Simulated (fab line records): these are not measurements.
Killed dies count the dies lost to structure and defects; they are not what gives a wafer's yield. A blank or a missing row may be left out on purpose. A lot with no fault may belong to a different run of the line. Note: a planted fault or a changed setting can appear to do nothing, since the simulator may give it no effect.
fab line records	flow nandHarc
record: lots: 24	wafers: 72	lastDay: 24
route steps=1159 shown P_M2@334 A_ZERO_WELL@403 A_CHANNEL_HOLE_D1@476
lots that met no fault: taken from a fault-free run of the same line
startH: the number of hours between the record's first day and the start of the first shown wafer of the lot	waitH: hours elapsed since this lot's preceding step	" identical to the entry in the row above	L1.1+2: one row covering several wafers at once	- value missing, or start not given	* or withheld: withheld	< > ~ a bound
route shown NAME@n: NAME is a module with steps in the file, n the number in the route of the first one	usual: the fault-free wafers' mean and standard deviation	same: alike in all rows	chamber/n: place in a boat	sites: readings site by site	_std_site: their standard deviation	_edge_site: inner sites' mean taken away from outer sites' mean	radiusMm: for every site, how far away it sits from the centre of the wafer	mask NAME#n: copy n	behind: the last tool/chamber to shape the wafer	hold: cause of the lot's hold/its duration in hours/its outcome	device: names the non-switching transistor (n, p or np)	end of line: the route-end tests of the same wafers	a step given without rows: its recipe and nothing more	killed: dies lost to structure and defects at the first sort, not the wafer's yield	map: dies across one wafer; x = killed, . = not, _ = none there
set.NAME: setting as actually run; set.NAME@STEP: the setting as run at that earlier step	model.NAME: the simulator's own value behind a step, which no gauge read
one table for each step of the route and one row for each wafer, over a sample of lots
services: from which hour (startH, from the record's first day; less than 0 if before it) a tool's chamber was out of use, for how many hours, and why
== steps ==
step: NHARC_P_M2_CD_MEAS_16
usual: cdNm: 169.9/0.66
lot.wafer	tool	chamber	startH	waitH	cdNm
L074.1	cdSem-01	-	138.67	-	170.2
L074.2	"	-	"	"	169.8
L074.6	"	-	"	"	170.4
L075.1	cdSem-01	-	142.65	-	171.1
L075.3	"	-	"	"	170.1
L075.5	"	-	"	"	171.0
L077.2	cdSem-02	-	147.69	-	170.5
L077.4	"	-	"	"	169.8
L077.5	"	-	"	"	169.5
L076.2	cdSem-01	-	148.36	-	169.2
L076.3	"	-	"	"	171.0
L076.5	"	-	"	"	169.1
L078.2	cdSem-03	-	156.75	-	169.6
L078.5	"	-	"	"	170.9
L078.6	"	-	"	"	170.7
L079.3	cdSem-03	-	157.36	-	169.8
L079.4	"	-	"	"	170.3
L079.5	"	-	"	"	169.0
L081.2	cdSem-02	-	167.27	-	170.2
L081.4	"	-	"	"	169.5
L081.6	"	-	"	"	169.4
L080.1	cdSem-02	-	168.22	-	170.2
L080.4	"	-	"	"	169.3
L080.5	"	-	"	"	169.2
L083.3	cdSem-02	-	176.05	-	170.5
L083.5	"	-	"	"	170.7
L083.6	"	-	"	"	170.3
L082.1	cdSem-02	-	176.68	-	170.0
L082.4	"	-	"	"	169.5
L082.6	"	-	"	"	169.5
L084.2	cdSem-01	-	179.07	-	169.3
L084.4	"	-	"	"	170.1
L084.5	"	-	"	"	169.6
L085.3	cdSem-02	-	188.12	-	169.4
L085.4	"	-	"	"	169.3
L085.6	"	-	"	"	168.8
L086.2	cdSem-01	-	203.94	-	170.3
L086.4	"	-	"	"	170.5
L086.5	"	-	"	"	170.1
L087.1	cdSem-01	-	209.06	-	169.6
L087.2	"	-	"	"	170.1
L087.3	"	-	"	"	169.1
L088.2	cdSem-02	-	222.94	-	169.5
L088.4	"	-	"	"	170.0
L088.5	"	-	"	"	169.0
L089.3	cdSem-02	-	223.55	-	169.7
L089.4	"	-	"	"	168.4
L089.6	"	-	"	"	168.7
L091.1	cdSem-02	-	227.68	-	170.4
L091.2	"	-	"	"	170.6
L091.5	"	-	"	"	170.5
L090.2	cdSem-01	-	228.22	-	170.3
L090.4	"	-	"	"	169.4
L090.6	"	-	"	"	170.0
L092.1	cdSem-02	-	232.03	-	169.4
L092.3	"	-	"	"	170.7
L092.4	"	-	"	"	170.5
L093.2	cdSem-03	-	241.58	-	170.1
L093.4	"	-	"	"	169.3
L093.5	"	-	"	"	170.4
L095.2	cdSem-01	-	249.60	-	170.2
L095.5	"	-	"	"	170.6
L095.6	"	-	"	"	170.1
L096.1	cdSem-03	-	250.42	-	169.4
L096.3	"	-	"	"	170.0
L096.5	"	-	"	"	169.4
L094.3	cdSem-01	-	251.89	-	169.9
L094.4	"	-	"	"	170.5
L094.5	"	-	"	"	170.1
L097.1	cdSem-02	-	264.93	-	169.7
L097.2	"	-	"	"	169.8
L097.5	"	-	"	"	170.7
step: NHARC_P_M2_PRE_CLEAN_30
recipe: timeS: 30	tempC: 280	gas: H2/He
usual: heaterPowerW: 401/29	susceptorTempC: 280.01/0.17
lot.wafer	tool	chamber	startH	waitH	heaterPowerW	susceptorTempC
L074.2	pvdSputter-02	-	-	-	391	280.02
L074.1	"	-	"	"	372	279.98
L074.6	"	-	"	"	381	280.12
L075.1	pvdSputter-03	-	-	-	366	279.98
L075.3	"	-	"	"	444	280.33
L075.5	"	-	"	"	372	279.98
L077.2	pvdSputter-03	-	-	-	421	279.92
L077.4	"	-	"	"	436	279.90
L077.5	"	-	"	"	430	279.87
L076.3	pvdSputter-03	-	-	-	374	280.24
L076.2	"	-	"	"	429	279.88
L076.5	"	-	"	"	416	279.92
L078.2	pvdSputter-03	-	-	-	368	-
L078.6	"	-	"	"	372	-
L078.5	"	-	"	"	407	-
L079.4	pvdSputter-02	-	-	-	395	279.91
L079.3	"	-	"	"	380	279.92
L079.5	"	-	"	"	387	280.04
L081.4	pvdSputter-03	-	-	-	414	280.17
L081.2	"	-	"	"	417	279.74
L081.6	"	-	"	"	420	279.99
L080.1	pvdSputter-03	-	-	-	379	279.89
L080.4	"	-	"	"	414	280.51
L080.5	"	-	"	"	368	280.06
L083.3	pvdSputter-02	-	-	-	384	280.04
L083.6	"	-	"	"	373	279.87
L083.5	"	-	"	"	389	279.84
L082.4	pvdSputter-02	-	-	-	382	-
L082.1	"	-	"	"	380	-
L082.6	"	-	"	"	381	-
L084.2	pvdSputter-02	-	-	-	369	279.98
L084.4	"	-	"	"	390	280.18
L084.5	"	-	"	"	383	280.01
L085.4	pvdSputter-03	-	-	-	428	280.01
L085.3	"	-	"	"	377	279.83
L085.6	"	-	"	"	411	280.30
L086.2	pvdSputter-03	-	-	-	442	279.82
L086.4	"	-	"	"	426	279.98
L086.5	"	-	"	"	421	279.83
L087.1	pvdSputter-01	-	-	-	377	279.99
L087.2	"	-	"	"	404	280.07
L087.3	"	-	"	"	483	279.69
L088.4	pvdSputter-01	-	-	-	412	280.13
L088.2	"	-	"	"	406	279.99
L088.5	"	-	"	"	478	279.92
L089.3	pvdSputter-02	-	-	-	382	280.27
L089.4	"	-	"	"	397	280.12
L089.6	"	-	"	"	377	280.02
L091.2	pvdSputter-02	-	-	-	389	279.71
L091.1	"	-	"	"	374	280.13
L091.5	"	-	"	"	396	279.93
L090.2	pvdSputter-01	-	-	-	387	280.07
L090.4	"	-	"	"	411	279.95
L090.6	"	-	"	"	409	279.92
L092.4	pvdSputter-02	-	-	-	369	279.78
L092.1	"	-	"	"	391	280.16
L092.3	"	-	"	"	391	279.88
L093.4	pvdSputter-01	-	-	-	386	279.98
L093.2	"	-	"	"	419	279.94
L093.5	"	-	"	"	384	279.78
L095.2	pvdSputter-01	-	-	-	468	-
L095.5	"	-	"	"	465	-
L095.6	"	-	"	"	381	-
L096.1	pvdSputter-02	-	-	-	386	279.89
L096.3	"	-	"	"	378	280.12
L096.5	"	-	"	"	371	280.37
L094.4	pvdSputter-01	-	-	-	410	280.02
L094.3	"	-	"	"	406	279.96
L094.5	"	-	"	"	388	279.93
L097.1	pvdSputter-02	-	-	-	377	280.08
L097.2	"	-	"	"	370	280.12
L097.5	"	-	"	"	378	280.13
step: NHARC_P_M2_PVD_21
recipe: targetThkA: 300	chamberPressurePa: 5	powerW: 5000	substrateTempC: 30	timeS: 20.49	material: Cu
usual: throttleValvePct: 30.0/1.7
lot.wafer	tool	chamber	startH	waitH	throttleValvePct
L074.2	pvdSputter-02	-	-	-	31.3
L074.1	"	-	"	"	26.2
L074.6	"	-	"	"	29.2
L075.3	pvdSputter-03	-	-	-	30.1
L075.1	"	-	"	"	31.7
L075.5	"	-	"	"	31.3
L077.2	pvdSputter-03	-	-	-	28.7
L077.4	"	-	"	"	32.1
L077.5	"	-	"	"	31.2
L076.3	pvdSputter-03	-	-	-	30.0
L076.2	"	-	"	"	32.0
L076.5	"	-	"	"	28.7
L078.2	pvdSputter-03	-	-	-	28.7
L078.6	"	-	"	"	32.1
L078.5	"	-	"	"	31.5
L079.3	pvdSputter-02	-	-	-	29.2
L079.4	"	-	"	"	31.5
L079.5	"	-	"	"	28.7
L081.2	pvdSputter-03	-	-	-	31.7
L081.4	"	-	"	"	31.4
L081.6	"	-	"	"	31.9
L080.4	pvdSputter-03	-	-	-	28.8
L080.1	"	-	"	"	32.1
L080.5	"	-	"	"	31.4
L083.3	pvdSputter-02	-	-	-	26.3
L083.6	"	-	"	"	28.6
L083.5	"	-	"	"	26.3
L082.1	pvdSputter-02	-	-	-	31.4
L082.4	"	-	"	"	28.9
L082.6	"	-	"	"	31.6
L084.2	pvdSputter-02	-	-	-	26.5
L084.4	"	-	"	"	31.6
L084.5	"	-	"	"	29.3
L085.4	pvdSputter-03	-	-	-	28.9
L085.3	"	-	"	"	31.9
L085.6	"	-	"	"	28.4
L086.4	pvdSputter-03	-	-	-	31.5
L086.2	"	-	"	"	28.8
L086.5	"	-	"	"	31.4
L087.3	pvdSputter-01	-	-	-	32.3
L087.2	"	-	"	"	29.8
L087.1	"	-	"	"	31.0
L088.2	pvdSputter-01	-	-	-	32.3
L088.4	"	-	"	"	29.8
L088.5	"	-	"	"	31.1
L089.3	pvdSputter-02	-	-	-	26.5
L089.4	"	-	"	"	30.6
L089.6	"	-	"	"	29.1
L091.1	pvdSputter-02	-	-	-	30.7
L091.2	"	-	"	"	29.5
L091.5	"	-	"	"	29.5
L090.2	pvdSputter-01	-	-	-	29.8
L090.4	"	-	"	"	30.9
L090.6	"	-	"	"	31.9
L092.4	pvdSputter-02	-	-	-	26.6
L092.1	"	-	"	"	30.6
L092.3	"	-	"	"	29.3
L093.2	pvdSputter-01	-	-	-	29.7
L093.4	"	-	"	"	30.9
L093.5	"	-	"	"	32.1
L095.2	pvdSputter-01	-	-	-	32.4
L095.5	"	-	"	"	31.8
L095.6	"	-	"	"	30.9
L096.3	pvdSputter-02	-	-	-	29.3
L096.1	"	-	"	"	29.6
L096.5	"	-	"	"	29.3
L094.4	pvdSputter-01	-	-	-	30.0
L094.3	"	-	"	"	30.9
L094.5	"	-	"	"	29.8
L097.1	pvdSputter-02	-	-	-	30.6
L097.2	"	-	"	"	29.9
L097.5	"	-	"	"	29.4
step: NHARC_P_M2_PRE_CLEAN_32
recipe: timeS: 12	tempC: 370	rfPowerW: 300	gas: NH3
usual: heaterPowerW: 625/62	susceptorTempC: 370.00/0.2
lot.wafer	tool	chamber	startH	waitH	heaterPowerW	susceptorTempC
L074.2	pecvd-01	0	141.06	0.1	661	369.70
L074.1	"	1	"	"	769	370.14
L074.6	"	0	"	"	649	369.86
L075.1	pecvd-03	0	145.07	0.1	559	370.06
L075.3	"	1	"	"	603	369.45
L075.5	"	1	"	"	600	370.01
L077.2	pecvd-02	0	150.07	0.1	518	370.02
L077.5	"	2	"	"	615	369.56
L077.4	"	0	"	"	528	370.36
L076.2	pecvd-01	1	150.71	0.1	713	369.95
L076.3	"	0	"	"	680	369.83
L076.5	"	0	"	"	671	370.24
L078.2	pecvd-03	0	159.32	0.1	593	370.47
L078.6	"	0	"	"	575	369.86
L078.5	"	1	"	"	625	369.69
L079.3	pecvd-01	1	160.08	0.3	701	369.98
L079.5	"	0	"	"	676	369.92
L079.4	"	2	"	"	621	369.88
L081.2	pecvd-03	2	170.34	0.1	535	370.23
L081.4	"	0	"	"	564	370.29
L081.6	"	1	"	"	633	370.52
L080.1	pecvd-02	0	170.84	0.1	492	370.00
L080.4	"	2	"	"	688	370.16
L080.5	"	0	"	"	505	370.46
L083.3	pecvd-03	1	178.73	0.1	672	370.08
L083.6	"	2	"	"	641	369.87
L083.5	"	0	"	"	591	369.94
L082.1	pecvd-02	0	179.15	0.1	565	369.84
L082.4	"	0	"	"	553	369.96
L082.6	"	1	"	"	619	369.97
L084.2	pecvd-01	1	181.45	0.1	768	370.28
L084.5	"	2	"	"	612	370.40
L084.4	"	1	"	"	776	370.38
L085.3	pecvd-03	0	190.48	0.1	623	369.91
L085.4	"	1	"	"	597	369.81
L085.6	"	2	"	"	608	369.91
L086.2	pecvd-01	2	206.37	0.2	630	370.00
L086.4	"	2	"	"	642	370.25
L086.5	"	0	"	"	677	369.92
L087.1	pecvd-03	2	211.40	0.1	583	369.69
L087.3	"	0	"	"	634	369.89
L087.2	"	1	"	"	676	369.95
L088.2	pecvd-03	1	225.60	0.3	612	369.87
L088.4	"	1	"	"	610	369.94
L088.5	"	0	"	"	598	369.87
L089.3	pecvd-03	2	226.10	0.1	594	370.05
L089.4	"	0	"	"	551	370.01
L089.6	"	2	"	"	614	370.13
L091.2	pecvd-01	2	230.55	0.1	622	369.60
L091.1	"	0	"	"	636	370.03
L091.5	"	1	"	"	710	370.07
L090.2	pecvd-03	2	231.37	0.4	623	370.25
L090.4	"	0	"	"	634	369.92
L090.6	"	1	"	"	583	369.84
L092.1	pecvd-03	0	234.43	0.1	561	369.92
L092.3	"	1	"	"	623	369.81
L092.4	"	2	"	"	634	369.81
L093.2	pecvd-02	0	244.70	0.8	526	370.14
L093.5	"	0	"	"	549	370.17
L093.4	"	1	"	"	706	369.96
L095.2	pecvd-02	1	251.97	0.1	662	370.01
L095.5	"	0	"	"	463	370.03
L095.6	"	2	"	"	632	370.16
L096.3	pecvd-03	1	252.75	0.1	622	369.84
L096.1	"	0	"	"	551	369.74
L096.5	"	1	"	"	636	369.97
L094.3	pecvd-02	2	254.31	0.1	648	370.37
L094.5	"	1	"	"	722	369.96
L094.4	"	2	"	"	659	370.12
L097.2	pecvd-03	1	267.26	0.1	636	369.86
L097.1	"	0	"	"	528	370.21
L097.5	"	0	"	"	523	370.10
step: NHARC_A_ZERO_WELL_DESCUM_12
recipe: timeS: 3	o2FlowSccm: 200	arFlowSccm: 0	biasPowerW: 0	chemistry: O2
usual: drypumpMotorCurrentA: 5.7/0.34	oesProductAu: 0.999/0.01	rfVppV: 57.9/0.86	showerheadPlenumPTorr: 1.94/0.1	throttleValvePct: 11.311/0.01
lot.wafer	tool	chamber	startH	waitH	drypumpMotorCurrentA	oesProductAu	rfHoursCounterH	rfVppV	showerheadPlenumPTorr	throttleValvePct
L074.2	rieDiel-10	1	147.06	-	5.9	0.994	9	58.9	2.04	11.307
L074.1	"	3	"	"	5.2	1.004	9	57.3	2.00	11.312
L074.6	"	1	"	"	5.9	0.992	-	57.6	2.04	11.308
L075.1	rieDiel-10	2	151.13	-	6.3	0.994	8	57.0	2.05	11.314
L075.3	"	3	"	"	5.2	1.008	9	57.1	2.00	11.307
L075.5	"	1	"	"	5.9	1.001	-	58.2	2.04	11.311
L077.4	rieDiel-10	3	156.14	-	5.2	1.002	9	59.2	2.00	11.324
L077.2	"	1	"	"	5.9	0.987	9	58.4	2.05	11.322
L077.5	"	2	"	"	6.3	0.983	-	58.1	2.05	11.311
L076.3	rieDiel-11	3	156.73	-	5.7	1.010	14	57.7	1.82	11.320
L076.2	"	1	"	"	6.1	1.007	14	59.0	1.88	11.313
L076.5	"	0	"	"	5.5	1.009	-	58.5	1.81	11.291
L078.2	rieDiel-07	2	165.37	-	5.4	0.995	7	60.3	2.07	11.306
L078.5	"	2	"	"	5.4	0.994	-	57.5	2.07	11.300
L078.6	"	3	"	"	5.4	0.983	-	57.8	1.82	11.280
L079.4	rieDiel-10	2	166.07	-	6.3	0.995	9	57.8	2.05	11.322
L079.3	"	3	"	"	5.2	0.999	9	56.4	2.00	11.322
L079.5	"	3	"	"	5.2	1.003	-	58.2	2.00	11.310
L081.2	rieDiel-10	0	176.32	-	5.6	0.993	11	57.5	1.83	11.302
L081.4	"	1	"	"	5.9	0.991	11	58.5	2.04	11.318
L081.6	"	3	"	"	5.2	0.997	-	58.6	2.00	11.310
L080.4	rieDiel-11	1	176.82	-	6.2	0.998	16	56.9	1.88	11.301
L080.1	"	3	"	"	5.7	1.005	17	56.6	1.82	11.310
L080.5	"	1	"	"	6.1	0.998	-	56.7	1.88	11.326
L083.3	rieDiel-11	1	184.60	-	6.1	1.012	17	57.1	1.88	11.314
L083.5	"	0	"	"	5.5	1.011	-	57.8	1.81	11.308
L083.6	"	1	"	"	6.1	1.012	-	57.8	1.88	11.320
L082.4	rieDiel-07	2	185.23	-	5.3	1.010	9	58.9	2.07	11.316
L082.1	"	3	"	"	5.4	0.996	8	57.9	1.81	11.288
L082.6	"	2	"	"	5.4	1.000	-	58.8	2.07	11.303
L084.4	rieDiel-11	2	187.40	-	5.6	1.016	17	56.2	1.91	11.310
L084.2	"	0	"	"	5.5	1.007	16	57.2	1.81	11.308
L084.5	"	1	"	"	6.1	1.006	-	58.3	1.88	11.298
L085.4	rieDiel-07	2	196.43	-	5.4	1.011	9	58.8	2.07	11.297
L085.3	"	3	"	"	5.4	1.008	8	57.0	1.82	11.320
L085.6	"	2	"	"	5.4	1.003	-	58.3	2.07	11.306
L086.4	rieDiel-10	2	212.39	-	6.3	0.992	0	58.4	2.05	11.313
L086.2	"	3	"	"	5.2	0.986	2	58.4	2.00	11.304
L086.5	"	3	"	"	5.2	0.995	-	56.5	2.00	11.317
L087.1	rieDiel-07	1	217.24	-	5.3	0.983	9	57.2	2.06	11.321
L087.3	"	2	"	"	5.4	1.002	10	58.9	2.07	11.318
L087.2	"	3	"	"	5.4	0.988	9	56.7	1.82	11.288
L088.4	rieDiel-11	1	232.11	-	6.1	0.993	4	57.9	1.87	11.317
L088.2	"	3	"	"	5.7	0.980	3	57.9	1.82	11.315
L088.5	"	1	"	"	6.1	0.990	-	58.1	1.87	11.321
L089.4	rieDiel-11	0	232.49	-	5.5	1.001	4	57.4	1.81	11.296
L089.3	"	1	"	"	6.1	0.989	4	57.9	1.87	11.294
L089.6	"	2	"	"	5.6	1.011	-	58.5	1.91	11.332
L091.2	rieDiel-10	2	236.41	-	6.3	0.991	2	58.2	2.05	11.315
L091.1	"	0	"	"	5.6	1.011	3	57.2	1.83	11.308
L091.5	"	3	"	"	5.2	0.997	-	57.7	1.99	11.318
L090.4	rieDiel-10	3	237.20	-	5.2	1.003	3	58.0	2.00	11.312
L090.2	"	2	"	"	6.3	0.990	2	58.1	2.05	11.297
L090.6	"	0	"	"	5.6	1.014	-	56.9	1.83	11.327
L092.1	rieDiel-07	0	240.27	-	5.8	0.995	0	58.7	1.94	11.321
L092.4	"	1	"	"	5.3	1.005	0	58.7	2.06	11.304
L092.3	"	2	"	"	5.4	1.001	0	57.2	2.07	11.314
L093.4	rieDiel-10	0	250.56	-	5.7	1.007	5	56.8	1.83	11.318
L093.2	"	3	"	"	5.2	1.001	5	58.9	1.99	11.302
L093.5	"	0	"	"	5.6	1.006	-	57.1	1.83	11.304
L095.2	rieDiel-11	3	257.88	-	5.7	0.990	7	56.3	1.82	11.321
L095.5	"	3	"	"	5.6	0.986	-	57.5	1.82	11.326
L095.6	"	0	"	"	5.5	1.005	-	56.2	1.80	11.310
L096.1	rieDiel-07	0	258.67	-	5.8	1.010	2	58.8	1.94	11.315
L096.3	"	3	"	"	5.4	0.997	2	58.1	1.81	11.309
L096.5	"	1	"	"	5.2	1.009	-	58.5	2.06	11.311
L094.3	rieDiel-07	3	260.38	-	5.4	0.994	2	57.5	1.81	11.304
L094.4	"	0	"	"	5.8	0.999	2	57.8	1.94	11.297
L094.5	"	2	"	"	5.4	0.999	-	58.5	2.06	11.312
L097.2	rieDiel-10	0	273.06	-	5.6	0.996	6	56.4	1.83	11.311
L097.1	"	3	"	"	5.2	1.008	6	59.1	1.99	11.310
L097.5	"	0	"	"	5.7	1.010	-	58.2	1.83	11.323
step: NHARC_A_CHANNEL_HOLE_D1_ETCH_24
recipe: biasV: 5000	sourceW: withheld	pressureMtorr: 20	timeS: 906.2	arFlowSccm: 375	c4f8FlowSccm: 93.8	o2FlowSccm: 31.2	tempC: -20	targetDepthA: 15000	chemistry: C4F8/O2/Ar
usual: drypumpMotorCurrentA: 5.6/0.51	showerheadPlenumPTorr: 3.77/0.11	throttleValvePct: 32.236/0.0088
lot.wafer	tool	chamber	startH	waitH	drypumpMotorCurrentA	rfHoursCounterH	showerheadPlenumPTorr	throttleValvePct
L074.1	harEtch-01	1	189.11	0.6	6.3	195	3.82	32.243
L074.2	"	0	"	"	5.7	195	3.60	32.241
L074.6	"	1	"	"	6.3	-	3.82	32.244
L075.1	harEtch-02	0	191.84	0.6	5.2	108	3.87	32.237
L075.3	"	1	"	"	5.0	-	3.87	32.230
L075.5	"	1	"	"	5.0	-	3.87	32.237
L077.2	harEtch-01	0	197.67	0.6	5.8	199	3.60	32.231
L077.4	"	0	"	"	5.7	-	3.60	32.225
L077.5	"	0	"	"	5.8	-	3.60	32.239
L076.2	harEtch-02	0	197.82	0.6	5.2	112	3.86	32.233
L076.3	"	0	"	"	5.2	-	3.86	32.214
L076.5	"	1	"	"	5.0	-	3.86	32.225
L078.2	harEtch-01	1	209.21	0.6	6.4	205	3.81	32.239
L078.5	"	0	"	"	5.7	-	3.60	32.241
L078.6	"	1	"	"	6.3	-	3.81	32.243
L079.3	harEtch-02	0	209.67	0.6	5.2	-	3.86	32.232
L079.4	"	1	"	"	5.0	-	3.86	32.246
L079.5	"	0	"	"	5.2	-	3.86	32.238
L080.1	harEtch-01	1	217.06	0.6	6.4	209	3.81	32.237
L080.4	"	1	"	"	6.3	-	3.81	32.244
L080.5	"	0	"	"	5.8	-	3.59	32.241
L081.2	harEtch-02	0	217.49	0.6	5.2	121	3.86	32.235
L081.4	"	1	"	"	5.0	-	3.86	32.245
L081.6	"	1	"	"	5.0	-	3.86	32.247
L082.1	harEtch-01	1	227.82	0.6	6.3	214	3.81	32.231
L082.4	"	0	"	"	5.7	-	3.59	32.239
L082.6	"	1	"	"	6.4	-	3.81	32.226
L083.3	harEtch-02	0	229.99	0.6	5.2	-	3.86	32.219
L083.5	"	1	"	"	5.0	-	3.86	32.242
L083.6	"	0	"	"	5.2	-	3.86	32.249
L084.2	harEtch-01	0	232.00	0.6	5.8	218	3.59	32.241
L084.4	"	0	"	"	5.8	-	3.59	32.229
L084.5	"	1	"	"	6.3	-	3.81	32.232
L085.4	harEtch-02	1	240.09	0.6	5.0	-	3.85	32.241
L085.3	"	0	"	"	5.3	-	3.85	32.222
L085.6	"	0	"	"	5.3	-	3.85	32.223
L086.2	harEtch-02	0	258.63	0.6	5.2	141	3.85	32.221
L086.4	"	1	"	"	5.0	-	3.85	32.234
L086.5	"	1	"	"	5.0	-	3.85	32.256
L087.2	harEtch-01	1	259.25	0.6	6.3	229	3.80	32.238
L087.1	"	0	"	"	5.8	229	3.58	32.241
L087.3	"	0	"	"	5.7	-	3.58	32.234
L089.4	harEtch-02	0	275.28	0.6	5.3	-	3.85	32.253
L089.3	"	1	"	"	5.1	-	3.85	32.234
L089.6	"	0	"	"	5.2	-	3.85	32.252
L088.2	harEtch-01	1	275.73	0.6	6.3	233	3.80	32.241
L088.4	"	1	"	"	6.4	-	3.80	32.250
L088.5	"	1	"	"	6.4	-	3.80	32.228
L090.2	harEtch-02	0	279.32	0.6	5.2	149	3.84	32.237
L090.4	"	1	"	"	5.0	-	3.84	32.243
L090.6	"	0	"	"	5.2	-	3.84	32.232
L091.1	harEtch-01	0	279.88	0.6	5.7	237	3.58	32.240
L091.2	"	1	"	"	6.3	237	3.79	32.232
L091.5	"	0	"	"	5.8	-	3.58	32.242
L092.1	harEtch-01	1	288.43	0.6	6.3	244	3.79	32.251
L092.3	"	0	"	"	5.7	-	3.57	32.236
L092.4	"	1	"	"	6.3	-	3.79	32.239
L096.1	harEtch-02	1	298.86	0.6	5.0	157	3.84	32.241
L096.3	"	0	"	"	5.2	-	3.84	32.241
L096.5	"	1	"	"	5.0	-	3.84	32.227
L093.2	harEtch-01	0	300.25	0.6	5.7	248	3.57	32.236
L093.4	"	0	"	"	5.7	-	3.57	32.252
L093.5	"	0	"	"	5.8	-	3.57	32.237
L095.2	harEtch-02	1	302.92	0.6	5.0	161	3.84	32.231
L095.5	"	1	"	"	5.0	-	3.84	32.233
L095.6	"	0	"	"	5.2	-	3.84	32.228
L094.3	harEtch-01	0	304.70	0.6	5.8	-	3.57	32.238
L094.4	"	1	"	"	6.3	-	3.79	32.242
L094.5	"	1	"	"	6.3	-	3.79	32.229
L097.2	harEtch-02	1	317.30	0.6	5.0	168	3.83	32.242
L097.1	"	0	"	"	5.2	168	3.83	32.210
L097.5	"	0	"	"	5.2	-	3.83	32.230
== services ==
tool	chamber	startH	hours	kind
pvdSputter-03	-	121.23	1.4	repair
rieDiel-10	2	134.76	5.2	repair
rieDiel-11	0	138.16	2.9	repair
pvdSputter-01	-	140.29	1.6	repair
pecvd-02	-	153.61	13.0	pm
pvdSputter-01	-	158.02	10.0	pm
harEtch-02	-	169.33	6.3	repair
rieDiel-07	3	176.04	5.4	repair
rieDiel-10	-	176.50	9.0	pm
pecvd-02	-	180.19	3.1	repair
rieDiel-11	-	189.63	9.0	pm
rieDiel-10	2	191.69	14.2	repair
pvdSputter-02	-	214.00	10.0	pm
pvdSputter-03	-	227.85	3.2	repair
rieDiel-07	-	228.20	9.0	pm
pvdSputter-01	-	253.77	1.1	repair
rieDiel-07	1	265.07	20.2	repair
pvdSputter-03	-	280.00	10.0	pm
pvdSputter-01	-	284.45	0.5	repair
pecvd-03	-	292.20	13.0	pm
rieDiel-10	2	298.33	8.1	repair
harEtch-01	-	306.48	17.0	pm
rieDiel-11	1	312.19	5.3	repair
pecvd-03	1	315.90	5.8	repair
== key ==
fault none
